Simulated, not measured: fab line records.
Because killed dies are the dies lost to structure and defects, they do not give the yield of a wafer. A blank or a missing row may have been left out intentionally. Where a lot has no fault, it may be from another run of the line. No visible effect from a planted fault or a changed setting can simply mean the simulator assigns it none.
Which of the tools did it? ; flow n5_finfet ; 72 wafers from 24 lots sampled at 6 of the route's 1938 steps

WHAT THE GAUGES SHOWED, per wafer
N5_BEOL_M7_CD_MEAS_11 targets a cd of 38.5 nm. Usual: cd_nm 38.6 nm, standard deviation 0.49.
lot;measured;on;cd_nm (nm);flag
L075;day 9 04:13;cd_sem-02;39.2 38.6 38.6;
L074;day 9 09:30;cd_sem-03;38.2 39.5 39.0;
L076;day 10 02:58;cd_sem-01;38.2 38.5 37.8;
L077;day 10 05:31;cd_sem-02;39.1 38.0 38.5;
L078;day 10 12:15;cd_sem-03;38.9 38.3 38.1;
L079;day 10 16:16;cd_sem-01;38.7 38.5 38.5;
L080;day 10 16:43;cd_sem-03;38.8 37.8 38.3;
L081;day 11 05:55;cd_sem-01;38.3 38.5 39.3;
L082;day 11 11:51;cd_sem-03;38.8 38.0 39.1;
L083;day 12 10:35;cd_sem-03;39.1 38.8 39.3;
L086;day 12 14:59;cd_sem-01;38.8 38.2 38.3;
L084;day 12 15:28;cd_sem-01;39.2 38.2 38.3;
L085;day 12 17:43;cd_sem-01;38.4 37.6 38.6;
L088;day 13 04:46;cd_sem-03;39.2 38.8 38.9;
L087;day 13 07:36;cd_sem-01;38.5 38.8 38.0;
L090;day 13 07:57;cd_sem-01;39.0 39.3 38.4;
L091;day 13 10:32;cd_sem-03;39.2 39.0 38.6;
L089;day 13 14:24;cd_sem-02;38.2 39.3 39.8;
L092;day 14 09:24;cd_sem-02;38.4 38.6 37.9;
L094;day 14 12:17;cd_sem-02;38.2 38.2 38.4;
L095;day 14 15:21;cd_sem-02;38.6 38.4 38.1;
L093;day 15 08:59;cd_sem-01;38.1 38.9 38.9;
L096;day 15 12:49;cd_sem-01;38.9 38.9 39.3;
L097;day 15 12:55;cd_sem-02;37.5 38.5 38.4;

N5_BEOL_M7_CD_MEAS_28 targets a cd of 40 nm. Usual: cd_nm 39.96 nm, standard deviation 0.23.
lot;measured;on;cd_nm (nm);flag
L075;day 9 05:22;cd_sem-02;40.03 40.37 39.90;
L074;day 9 11:11;cd_sem-02;39.88 40.11 40.24;
L076;day 10 03:56;cd_sem-03;39.51 40.00 39.66;
L077;day 10 06:25;cd_sem-01;39.96 39.88 39.60;
L078;day 10 13:16;cd_sem-02;40.01 40.05 40.09;
L079;day 10 19:14;cd_sem-03;40.25 39.98 40.13;
L080;day 10 19:17;cd_sem-02;40.03 40.09 39.87;
L081;day 11 07:22;cd_sem-01;40.11 39.89 39.90;
L082;day 11 13:05;cd_sem-01;39.51 40.15 40.03;
L083;day 12 13:44;cd_sem-01;39.76 39.49 39.66;
L086;day 12 15:55;cd_sem-01;40.38 40.29 40.26;
L084;day 12 19:38;cd_sem-03;39.84 39.58 39.74;
L085;day 12 19:54;cd_sem-01;39.98 40.38 39.90;
L088;day 13 06:30;cd_sem-03;39.96 40.36 40.15;
L087;day 13 09:30;cd_sem-03;39.99 40.17 39.99;
L090;day 13 09:37;cd_sem-01;40.19 39.99 40.13;
L091;day 13 12:29;cd_sem-02;39.90 40.37 40.32;
L089;day 13 15:47;cd_sem-02;40.23 39.93 39.87;
L092;day 14 10:23;cd_sem-02;40.08 40.01 39.81;
L094;day 14 14:21;cd_sem-01;40.10 39.65 39.50;
L095;day 14 18:23;cd_sem-03;40.28 40.02 39.76;
L093;day 15 11:33;cd_sem-03;39.57 40.32 39.69;
L096;day 15 15:59;cd_sem-01;40.16 40.23 40.13;
L097;day 15 16:22;cd_sem-03;39.69 39.78 39.80;

N5_BEOL_M7_THK_MEAS_53: measures by xrf. Usual: M7_THK gives 77.6 nm (standard deviation 2.2).
lot;measured;on;M7_THK (nm);flag
L075;day 9 09:58;film_metro-01;78.5 74.8 77.1;
L074;day 9 16:49;film_metro-02;79.4 82.2 78.2;
L076;day 10 08:42;film_metro-02;77.4 76.7 78.1;
L077;day 10 10:54;film_metro-01;74.6 77.8 78.6;
L078;day 10 17:03;film_metro-01;78.4 78.7 79.9;
L079;day 10 22:32;film_metro-01;78.0 78.7 79.4;
L080;day 11 00:08;film_metro-02;79.7 76.9 77.1;
L081;day 11 10:14;film_metro-01;77.2 78.1 76.8;
L082;day 11 15:58;film_metro-02;76.5 76.8 74.0;
L083;day 12 17:08;film_metro-02;74.4 76.3 78.0;
L086;day 12 21:34;film_metro-02;79.7 77.1 75.3;
L084;day 12 22:22;film_metro-02;76.8 79.9 75.2;
L085;day 12 22:58;film_metro-02;76.7 76.7 80.2;
L088;day 13 09:43;film_metro-01;81.2 84.0 80.5;
L087;day 13 12:46;film_metro-01;78.6 76.1 73.0;
L090;day 13 13:16;film_metro-01;72.8 75.9 73.1;
L091;day 13 15:23;film_metro-01;74.4 79.5 76.8;
L089;day 13 18:47;film_metro-02;79.4 77.3 82.3;
L092;day 14 13:25;film_metro-02;77.1 74.9 75.0;
L094;day 14 17:46;film_metro-02;80.9 80.4 79.2;
L095;day 14 21:38;film_metro-01;76.6 78.0 76.1;
L093;day 15 16:07;film_metro-01;79.0 78.0 76.9;
L096;day 15 21:44;film_metro-02;78.7 77.5 74.6;
L097;day 15 22:29;film_metro-01;81.7 79.6 73.3;

WHAT TOOL EACH LOT RAN ON (gives the tool, then ch and the chambers of the sampled wafers, and finally the start)
lot;N5_BEOL_M7_HM_DEP_02;N5_BEOL_M7_STRIP_67;N5_BEOL_M7_DESCUM_33
L075;pvd_sputter-03, day 9 03:43;rie_diel-06 ch 0,2,3, day 9 04:40;rie_diel-02 ch 1,2,3, day 9 05:50
L074;pvd_sputter-02, day 9 08:59;rie_diel-02 ch 0,1,2, day 9 09:59;rie_diel-06 ch 0,2,3, day 9 11:41
L076;pvd_sputter-01, day 10 02:28;rie_diel-02 ch 1,2,3, day 10 03:17;rie_diel-06 ch 0,3, day 10 04:14
L077;pvd_sputter-03, day 10 05:09;rie_diel-03 ch 0,2,3, day 10 05:51;rie_diel-02 ch 0,1,3, day 10 06:32
L078;pvd_sputter-03, day 10 11:53;rie_diel-06 ch 0,2,3, day 10 12:36;rie_diel-06 ch 0,3, day 10 14:05
L079;pvd_sputter-01, day 10 15:46;rie_diel-06 ch 0,2, day 10 16:42;rie_diel-06 ch 2,3, day 10 19:31
L080;pvd_sputter-01, day 10 16:20;rie_diel-02 ch 2,3, day 10 17:32;rie_diel-03 ch 2,3, day 10 19:40
L081;pvd_sputter-01, day 11 05:32;rie_diel-03 ch 1,2, day 11 06:14;rie_diel-06 ch 0,3, day 11 07:29
L082;pvd_sputter-01, day 11 11:28;rie_diel-02 ch 1,3, day 11 12:19;rie_diel-03 ch 0,1,3, day 11 13:13
L083;pvd_sputter-02, day 12 10:13;rie_diel-02 ch 0,1, day 12 10:55;rie_diel-06 ch 1,2, day 12 13:51
L086;pvd_sputter-03, day 12 14:37;rie_diel-02 ch 0,1, day 12 15:19;rie_diel-06 ch 0,1,2, day 12 16:03
L084;pvd_sputter-03, day 12 15:05;rie_diel-03 ch 0,1,3, day 12 15:47;rie_diel-02 ch 1,2,3, day 12 19:46
L085;pvd_sputter-02, day 12 17:13;rie_diel-02 ch 0,2, day 12 18:02;rie_diel-03 ch 0,1,2, day 12 20:01
L088;pvd_sputter-02, day 13 04:23;rie_diel-02 ch 1,2, day 13 05:05;rie_diel-02 ch 1,3, day 13 06:38
L087;pvd_sputter-01, day 13 07:07;rie_diel-02 ch 1,2,3, day 13 07:59;rie_diel-03 ch 0,1,2, day 13 09:37
L090;pvd_sputter-03, day 13 07:27;rie_diel-06 ch 2,3, day 13 08:17;rie_diel-03 ch 0,1,3, day 13 10:01
L091;pvd_sputter-01, day 13 10:03;rie_diel-03 ch 0,2,3, day 13 10:56;rie_diel-06 ch 1,2, day 13 12:40
L089;pvd_sputter-03, day 13 14:01;rie_diel-06 ch 0,1,2, day 13 14:43;rie_diel-02 ch 0,1,2, day 13 15:54
L092;pvd_sputter-02, day 14 08:54;rie_diel-02 ch 2,3, day 14 09:43;rie_diel-06 ch 0,2, day 14 10:30
L094;pvd_sputter-03, day 14 11:47;rie_diel-06 ch 0,1,2, day 14 12:37;rie_diel-06 ch 1,2,3, day 14 14:28
L095;pvd_sputter-01, day 14 14:51;rie_diel-03 ch 0,1,2, day 14 15:40;rie_diel-03 ch 0,1,2, day 14 18:31
L093;pvd_sputter-01, day 15 08:29;rie_diel-06 ch 1,3, day 15 10:20;rie_diel-06 ch 1,3, day 15 13:24
L096;pvd_sputter-03, day 15 12:16;rie_diel-02 ch 1,2,3, day 15 15:22;rie_diel-02 ch 0,2,3, day 15 17:48
L097;pvd_sputter-03, day 15 12:29;rie_diel-02 ch 1,2,3, day 15 15:37;rie_diel-02 ch 0,2,3, day 15 18:38
- N5_BEOL_M7_HM_DEP_02: deposits TiN, target thk 20 nm.
- N5_BEOL_M7_STRIP_67: strips in CF4.
- N5_BEOL_M7_DESCUM_33: chemistry O2, time 7 s.

WHAT THE TOOLS THEMSELVES READ (means of the sampled wafers that have a number; where no wafer has one, the mark that the record gives instead)
N5_BEOL_M7_HM_DEP_02. Usual: throttle_valve_pct 29.9 %, standard deviation 1.1.
lot;tool;throttle_valve_pct (%);flag
L075;pvd_sputter-03;29.5;
L074;pvd_sputter-02;30.4;
L076;pvd_sputter-01;29.7;
L077;pvd_sputter-03;29.7;
L078;pvd_sputter-03;29.0;
L079;pvd_sputter-01;29.7;
L080;pvd_sputter-01;29.7;
L081;pvd_sputter-01;30.6;
L082;pvd_sputter-01;29.9;
L083;pvd_sputter-02;31.5;
L086;pvd_sputter-03;30.3;
L084;pvd_sputter-03;29.7;
L085;pvd_sputter-02;30.6;
L088;pvd_sputter-02;30.3;
L087;pvd_sputter-01;30.5;
L090;pvd_sputter-03;28.8;
L091;pvd_sputter-01;29.7;
L089;pvd_sputter-03;29.7;
L092;pvd_sputter-02;31.2;
L094;pvd_sputter-03;29.7;
L095;pvd_sputter-01;30.4;
L093;pvd_sputter-01;29.6;
L096;pvd_sputter-03;29.2;
L097;pvd_sputter-03;29.0;

N5_BEOL_M7_STRIP_67. Usual: cf4_flow_sccm 150.0 sccm, standard deviation 0.44; drypump_motor_current_A 5.7 A, standard deviation 0.43; oes_product_au 0.79 a.u., standard deviation 0.096; rf_vpp_V 271.7 V, standard deviation 1.6; showerhead_plenum_p_Torr 1.82 Torr, standard deviation 0.051; throttle_valve_pct 13.59 %, standard deviation 0.27.
lot;tool;cf4_flow_sccm (sccm);drypump_motor_current_A (A);oes_product_au (a.u.);rf_vpp_V (V);showerhead_plenum_p_Torr (Torr);throttle_valve_pct (%);flag
L075;rie_diel-06;150.4;5.7;0.78;272.2;1.85;13.67;
L074;rie_diel-02;149.9;5.9;0.74;271.9;1.79;13.64;
L076;rie_diel-02;150.2;5.6;0.73;271.5;1.84;13.62;
L077;rie_diel-03;150.0;5.5;0.83;272.0;1.81;13.56;
L078;rie_diel-06;150.3;5.7;0.76;272.5;1.84;13.68;
L079;rie_diel-06;150.0;5.9;0.77;272.8;1.85;13.69;
L080;rie_diel-02;150.0;5.3;0.73;273.4;1.86;13.83;
L081;rie_diel-03;150.4;5.6;0.98;271.4;1.78;13.29;
L082;rie_diel-02;149.9;5.7;0.71;272.5;1.83;13.57;
L083;rie_diel-02;150.5;6.2;0.72;270.0;1.76;13.50;
L086;rie_diel-02;150.3;6.2;0.72;270.2;1.76;13.51;
L084;rie_diel-03;149.7;5.5;0.81;271.9;1.80;13.59;
L085;rie_diel-02;150.0;5.6;0.71;270.3;1.80;13.91;
L088;rie_diel-02;149.7;5.4;0.73;272.4;1.84;13.76;
L087;rie_diel-02;150.4;5.6;0.81;271.9;1.83;13.48;
L090;rie_diel-06;150.0;5.9;0.80;273.5;1.86;13.66;
L091;rie_diel-03;149.7;5.5;0.78;271.5;1.80;13.63;
L089;rie_diel-06;149.9;5.7;0.75;271.9;1.84;13.75;
L092;rie_diel-02;149.9;5.3;0.79;273.6;1.85;13.69;
L094;rie_diel-06;150.0;5.7;0.84;271.6;1.83;13.57;
L095;rie_diel-03;149.7;5.5;0.85;270.4;1.80;13.50;
L093;rie_diel-06;150.0;5.8;0.93;272.0;1.84;13.35;
L096;rie_diel-02;149.7;5.6;0.79;270.9;1.83;13.51;
L097;rie_diel-02;149.8;5.6;0.79;271.8;1.83;13.52;

N5_BEOL_M7_DESCUM_33. Usual: drypump_motor_current_A 5.7 A, standard deviation 0.35; oes_product_au 0.81 a.u., standard deviation 0.1; rf_vpp_V 243.8 V, standard deviation 1.1; showerhead_plenum_p_Torr 2.13 Torr, standard deviation 0.056; throttle_valve_pct 20.43 %, standard deviation 0.28.
lot;tool;drypump_motor_current_A (A);oes_product_au (a.u.);rf_vpp_V (V);showerhead_plenum_p_Torr (Torr);throttle_valve_pct (%);flag
L075;rie_diel-02;5.5;0.75;244.1;2.14;20.38;
L074;rie_diel-06;5.7;0.78;243.8;2.16;20.57;
L076;rie_diel-06;5.6;0.75;244.0;2.14;20.55;
L077;rie_diel-02;6.1;0.72;242.7;2.07;20.31;
L078;rie_diel-06;5.6;0.75;244.6;2.14;20.56;
L079;rie_diel-06;5.8;0.72;244.3;2.16;20.66;
L080;rie_diel-03;5.7;0.88;242.5;2.07;20.40;
L081;rie_diel-06;5.5;0.80;243.7;2.13;20.47;
L082;rie_diel-03;5.4;0.82;243.0;2.09;20.35;
L083;rie_diel-06;5.9;0.71;244.1;2.17;20.75;
L086;rie_diel-06;5.8;0.76;244.3;2.16;20.65;
L084;rie_diel-02;5.6;0.83;243.6;2.13;20.27;
L085;rie_diel-03;5.6;0.87;243.9;2.10;20.30;
L088;rie_diel-02;5.8;0.82;242.7;2.10;20.00;
L087;rie_diel-03;5.6;0.87;242.3;2.10;20.31;
L090;rie_diel-03;5.5;0.80;243.1;2.09;20.37;
L091;rie_diel-06;5.9;0.71;243.8;2.16;20.76;
L089;rie_diel-02;5.9;0.81;244.2;2.15;20.29;
L092;rie_diel-06;5.6;0.79;243.8;2.14;20.55;
L094;rie_diel-06;5.9;0.88;244.4;2.16;20.40;
L095;rie_diel-03;5.6;0.85;243.4;2.09;20.34;
L093;rie_diel-06;5.7;0.92;244.1;2.14;20.21;
L096;rie_diel-02;5.7;0.86;244.8;2.18;20.31;
L097;rie_diel-02;5.8;0.86;244.7;2.18;20.33;

THE ANSWER, worked out from the rows above alone
Rule: take the mean of a lot's wafers that have a number; if it is more than 3 standard deviations from the usual mean, the lot is off. A lot without any number at a reading at which 4 lots or more have one is off too. Any other lot the step has rows for is counted as sound. First the gauges in route order, then the tools' own readings, where a lot's mean is used as printed above. The first step at which some lot is off is used, and at that step the reading that is off furthest; a lot without a number counts as furthest.
None of the lots is off at any reading shown; this tells nothing.

WHAT THE SIMULATOR HAD INSERTED
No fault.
